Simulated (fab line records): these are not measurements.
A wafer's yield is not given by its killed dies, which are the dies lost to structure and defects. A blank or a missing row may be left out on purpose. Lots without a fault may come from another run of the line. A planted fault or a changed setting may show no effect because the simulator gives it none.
Matching of chambers / flow nand_harc / NHARC_A_WL_FILL_ALD_00 on ald_hk-03: 4 sister chambers
The step deposits Al2O3, target thk 3 nm, pulse time 3 s, ald cycles 30. 8 wafers are shown with their chamber, then 9 later ones without.

WAFERS WITH THEIR CHAMBER
wafer=L081.6; chamber=3; heater_power_w (W)=486; precursor_pulse_height_rel=0.986
wafer=L088.2; chamber=2; heater_power_w (W)=527; precursor_pulse_height_rel=1.025
wafer=L091.3; chamber=2; heater_power_w (W)=540; precursor_pulse_height_rel=1.002
wafer=L091.4; chamber=0; heater_power_w (W)=491; precursor_pulse_height_rel=0.998
wafer=L091.6; chamber=1; heater_power_w (W)=411; precursor_pulse_height_rel=1.010
wafer=L091.1; chamber=1; heater_power_w (W)=420; precursor_pulse_height_rel=0.980
wafer=L091.2; chamber=3; heater_power_w (W)=474; precursor_pulse_height_rel=0.946
wafer=L091.5; chamber=0; heater_power_w (W)=486; precursor_pulse_height_rel=0.984

WAFERS WITH NO CHAMBER GIVEN
wafer=L093.1; heater_power_w (W)=426; precursor_pulse_height_rel=1.021
wafer=L093.3; heater_power_w (W)=471; precursor_pulse_height_rel=0.960
wafer=L093.6; heater_power_w (W)=419; precursor_pulse_height_rel=0.986
wafer=L095.1; heater_power_w (W)=484; precursor_pulse_height_rel=0.993
wafer=L095.3; heater_power_w (W)=474; precursor_pulse_height_rel=1.006
wafer=L095.6; heater_power_w (W)=425; precursor_pulse_height_rel=0.993
wafer=L097.1; heater_power_w (W)=426; precursor_pulse_height_rel=1.015
wafer=L097.3; heater_power_w (W)=485; precursor_pulse_height_rel=0.996
wafer=L097.5; heater_power_w (W)=468; precursor_pulse_height_rel=0.986

WHICH CHAMBER EACH WENT THROUGH
wafer=L093.1; from the rows above=1; in truth=1
wafer=L093.3; from the rows above=can't be placed: 3 or 0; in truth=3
wafer=L093.6; from the rows above=1; in truth=1
wafer=L095.1; from the rows above=can't be placed: 0 or 3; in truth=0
wafer=L095.3; from the rows above=can't be placed: 0 or 3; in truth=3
wafer=L095.6; from the rows above=1; in truth=1
wafer=L097.1; from the rows above=1; in truth=1
wafer=L097.3; from the rows above=can't be placed: 0 or 3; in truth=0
wafer=L097.5; from the rows above=can't be placed: 3 or 0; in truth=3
Placed correctly: 4 of 9. Not placeable from these rows: 5 (in 5, the candidates include the true chamber). Wrongly placed: 0.
How it was worked out, from the rows above alone: a wafer's distance from a chamber is the root of the sum, over the readings, of the square of ((its reading less the chamber's mean) divided by the reading's scatter). If the next closest chamber is less than 2 further off than the closest, the wafer can't be placed; otherwise it belongs to the closest. The mean given for a chamber averages the wafers shown for that chamber. How the scatter is found: for the shown wafers, subtract from each reading the mean of its chamber, square and add these, divide the total by (wafers less chambers), then take the root.
